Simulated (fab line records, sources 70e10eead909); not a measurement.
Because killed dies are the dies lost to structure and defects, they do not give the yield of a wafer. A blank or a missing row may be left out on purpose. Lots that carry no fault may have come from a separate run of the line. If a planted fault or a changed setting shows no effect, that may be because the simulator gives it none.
Which of the tools did it? | flow nand-harc | 14 lots, 42 wafers sampled, at 3 steps of a route of 1302

== WHAT THE GAUGES READ, wafer by wafer ==
NHARC_P_BONDPAD_INSPECT_23. Usual: raw-defect-count reads 321 (standard deviation 110).
lot  | measured     | on                | raw-defect-count | flag
L245 | day 6 21:34  | defect-inspect-01 | 324 245 178      |
L246 | day 7 15:38  | defect-inspect-02 | 178 219 249      |
L247 | day 7 19:17  | defect-inspect-01 | 628 392 574      |
L249 | day 8 14:22  | defect-inspect-02 | 542 531 297      |
L250 | day 9 08:06  | defect-inspect-02 | 278 471 236      |
L251 | day 9 16:16  | defect-inspect-02 | 237 412 468      |
L252 | day 10 06:06 | defect-inspect-02 | 219 365 395      |
L253 | day 10 15:31 | defect-inspect-01 | 420 296 264      |
L255 | day 11 04:39 | defect-inspect-01 | 388 381 346      |
L254 | day 11 04:51 | defect-inspect-02 | 331 273 267      |
L256 | day 11 17:53 | defect-inspect-02 | 375 443 379      |
L257 | day 12 03:44 | defect-inspect-01 | 293 243 328      |
L264 | day 15 02:34 | defect-inspect-02 | 249 194 228      |
L265 | day 15 11:24 | defect-inspect-02 | 268 349 215      |

NHARC_A_ONON_D1_THK_MEAS_08: measures by ellipsometry. Usual: thk-nm reads 998 nm (standard deviation 11).
lot  | measured     | on            | thk-nm (nm)    | flag
L245 | day 7 21:34  | film-metro-02 | 981 982 981    |
L246 | day 8 17:07  | film-metro-01 | 997 995 998    |
L247 | day 8 17:07  | film-metro-02 | 990 989 989    |
L249 | day 9 15:16  | film-metro-02 | 991 992 992    |
L250 | day 10 12:28 | film-metro-01 | 993 995 993    |
L251 | day 10 17:07 | film-metro-01 | 1005 1004 1004 |
L252 | day 11 09:48 | film-metro-02 | 1013 1016 1013 |
L253 | day 11 16:22 | film-metro-02 | 988 985 987    |
L255 | day 12 06:55 | film-metro-02 | 992 993 993    |
L254 | day 12 07:04 | film-metro-01 | 1002 1003 1006 |
L256 | day 12 18:59 | film-metro-02 | 1006 1007 1007 |
L257 | day 13 05:12 | film-metro-01 | 995 995 995    |
L264 | day 16 03:00 | film-metro-01 | 924 1022 1023  |
L265 | day 16 12:49 | film-metro-02 | 1024 928 1024  |

== WHICH TOOL RAN EACH LOT (tool, then ch and the chambers of the sampled wafers, then the start) ==
lot  | NHARC_A_ONON_D1_DEP_06
L245 | pecvd-onon-02 ch 0, day 7 21:06
L246 | pecvd-onon-02 ch 0, day 8 16:40
L247 | pecvd-onon-01 ch 0, day 8 16:44
L249 | pecvd-onon-01 ch 0, day 9 14:49
L250 | pecvd-onon-02 ch 0, day 10 12:04
L251 | pecvd-onon-02 ch 0, day 10 16:36
L252 | pecvd-onon-02 ch 0, day 11 09:28
L253 | pecvd-onon-01 ch 0, day 11 15:52
L255 | pecvd-onon-04 ch 0, day 12 06:31
L254 | pecvd-onon-02 ch 0, day 12 06:44
L256 | pecvd-onon-04 ch 0, day 12 18:32
L257 | pecvd-onon-01 ch 0, day 13 04:45
L264 | pecvd-onon-01 ch 0, day 16 02:33
L265 | pecvd-onon-01 ch 0, day 16 12:18
- NHARC_A_ONON_D1_DEP_06: target thk 1000 nm.

== AS READ BY THE TOOLS THEMSELVES (means over the sampled wafers that have a number; for cases with no such wafer, the mark the record gives instead) ==
The record holds no such reading with a usual standard deviation.

== THE ANSWER, worked out from the rows above alone ==
Rule: lot off if the mean of its wafers having a number is beyond 3 standard deviations from the usual mean. Also off: a lot with no number at a reading for which 4 or more lots have one. Where the step has rows for the other lots, those lots are counted as sound. Order of review: gauges by route order, followed by the tools' own readings, for which a lot's mean as printed above is used. At the first step where some lot is off, the reading lying furthest off is the one used; lots without a number count as furthest.
None of the lots is off at any reading shown; this tells nothing.

== WHAT WAS PUT IN BY THE SIMULATOR ==
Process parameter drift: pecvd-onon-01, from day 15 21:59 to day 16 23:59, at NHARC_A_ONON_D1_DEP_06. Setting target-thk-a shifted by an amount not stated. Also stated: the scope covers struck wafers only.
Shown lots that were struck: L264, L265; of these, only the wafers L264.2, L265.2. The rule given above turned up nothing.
